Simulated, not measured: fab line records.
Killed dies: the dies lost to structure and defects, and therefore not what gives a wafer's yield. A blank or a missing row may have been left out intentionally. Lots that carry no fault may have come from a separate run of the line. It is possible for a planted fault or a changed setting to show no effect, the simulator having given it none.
Code-filled problem report in 8D (eight disciplines) form + flow n5 finfet + the parts of the form that need people (team, actions taken, sign-off) are left out

1. PROBLEM STATEMENT
At N5_PASSIVATION_PROBE_49, killed_at_M4_up averages 1063 over 3 wafers from 2 lots, while fault-free wafers read 15, standard deviation 5.2. That is +99 or more standard deviations from the usual mean.
First seen on wafer L183.5, day 16 04:43, on prober-02. The record has a number at this step for 14 wafers belonging to 6 lots. Rule for "out", or "out of limits": more than 4 standard deviations from the usual mean. The other wafers with a number count as sound.

2. WHAT IT IS, WHAT IT ISN'T
| question                    | is                                                                                                                  | is not                                                                                                     |
|-----------------------------|---------------------------------------------------------------------------------------------------------------------|------------------------------------------------------------------------------------------------------------|
| which readings at this step | killed_at_M4_up, defect limited yield, killed dies, killed on rim, sort_bin_5_function, sort n pass, sort yield pct | killed_at_M0_to_M3, killed at contacts, killed at other, killed short, sort_bin_6_memory, sort_bin_8_speed |
| which lots                  | L183, L184                                                                                                          | L169, L172, L173, L188                                                                                     |
| which wafers of those lots  | L183.5, L183.6, L184.6                                                                                              | L184.3                                                                                                     |
| read on which tools         | prober-02                                                                                                           | prober-01                                                                                                  |
| when                        | from day 16 04:43                                                                                                   | up to then (8 sound wafers); but 3 sound wafers of L184, L188 came after                                   |

3. THE SUSPECTS, EACH WITH WHAT RULES IT OUT
Counting: a tool at a process step up to the reading stays a suspect if it ran every lot that is out. Sound lots after the first of them don't rule it out here, since some wafers of a struck lot are sound.
- rie diel-01 at N5_BEOL_M5_VIA_ETCH_34 (etches SiCOH lowk in C4F6/O2, target depth 88.3 nm, time 39.2 s): kept. It ran every lot that is out, first L183 (day 12 09:29).
- rie diel-03 at N5_MIM_BOT_LITHO_DESCUM_10 (chemistry O2, time 7.9 s): kept. It ran every lot that is out and that the record shows at this step, first L184 (day 15 20:53); its last sound lot up to then is L169 (day 11 12:53). The record shows only 1 of the 2 lots at this step.
- rie diel-01 at N5_PASSIVATION_VIA_ETCH_13 (etches SiO2 in CHF3/O2, target depth 660 nm, time 330 s): kept. It ran every lot that is out and that the record shows at this step, first L184 (day 15 23:05). The record shows only 1 of the 2 lots at this step.
- prober-02 at N5_PASSIVATION_PROBE_49: kept. It ran every lot that is out, first L183 (day 16 04:43); its last sound lot up to then is L172 (day 12 14:37). Out on those wafers are its own readings of defect limited yield, killed_at_M4_up, killed dies, killed on rim, sort_bin_5_function, sort n pass, sort yield pct.
- Within rie diel-01 at N5_BEOL_M5_VIA_ETCH_34: the wafers that are out ran in chambers 1, 2; their sound lot-mates ran in chamber 3.
Left after counting: rie diel-01 at N5_BEOL_M5_VIA_ETCH_34, rie diel-03 at N5_MIM_BOT_LITHO_DESCUM_10, rie diel-01 at N5_PASSIVATION_VIA_ETCH_13, prober-02 at N5_PASSIVATION_PROBE_49.

4. THE CAUSE (what the simulator had put in)
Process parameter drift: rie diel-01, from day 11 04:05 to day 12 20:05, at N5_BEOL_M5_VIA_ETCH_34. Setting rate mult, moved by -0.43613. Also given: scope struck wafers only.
Of the 4 suspects that counting leaves, this tool is one.

5. SEQUENCE OF EFFECTS, ordered by route
Each row: a reading where the mean over the struck wafers with a number is more than 3 standard deviations away from the usual. Scope: only readings with a usual standard deviation given in the record; hours: median across lots of the time from each lot's start at the first step in this table that gives one to its start at this step; sigmas: change in usual standard deviations.
| hours | step                    | reading              | usual  | on struck wafers | change | sigmas      |
|-------|-------------------------|----------------------|--------|------------------|--------|-------------|
| 0     | N5_PASSIVATION_PROBE_49 | defect limited yield | 91.3 % | 0.0              | -91.3  | -61         |
| 0     | N5_PASSIVATION_PROBE_49 | killed_at_M4_up      | 15     | 1063             | +1048  | +99 or more |
| 0     | N5_PASSIVATION_PROBE_49 | killed dies          | 103    | 1180             | +1077  | +60         |
| 0     | N5_PASSIVATION_PROBE_49 | killed on rim        | 14     | 152              | +138   | +32         |
| 0     | N5_PASSIVATION_PROBE_49 | sort_bin_5_function  | 5.1 %  | 95.6             | +90.5  | +94         |
| 0     | N5_PASSIVATION_PROBE_49 | sort n pass          | 1077   | 0                | -1077  | -60         |
| 0     | N5_PASSIVATION_PROBE_49 | sort yield pct       | 91.3 % | 0.0              | -91.3  | -61         |
It contains these process steps:
- N5_PASSIVATION_PROBE_49

6. HOW IT WOULD HAVE BEEN CAUGHT EARLIER
121 hours passed between the start of the fault at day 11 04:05 and the first reading out of limits in this record, taken at day 16 04:43.
No tool reading at N5_BEOL_M5_VIA_ETCH_34 that has a usual standard deviation in the record was out on any struck wafer, so an alarm limit of 4 standard deviations on those readings would not have fired.
Each of the lots that are out, 2 in all, had begun N5_BEOL_M5_VIA_ETCH_34 on rie diel-01 no later than day 16 04:43. None of them would have been spared by holding the tool at that moment.
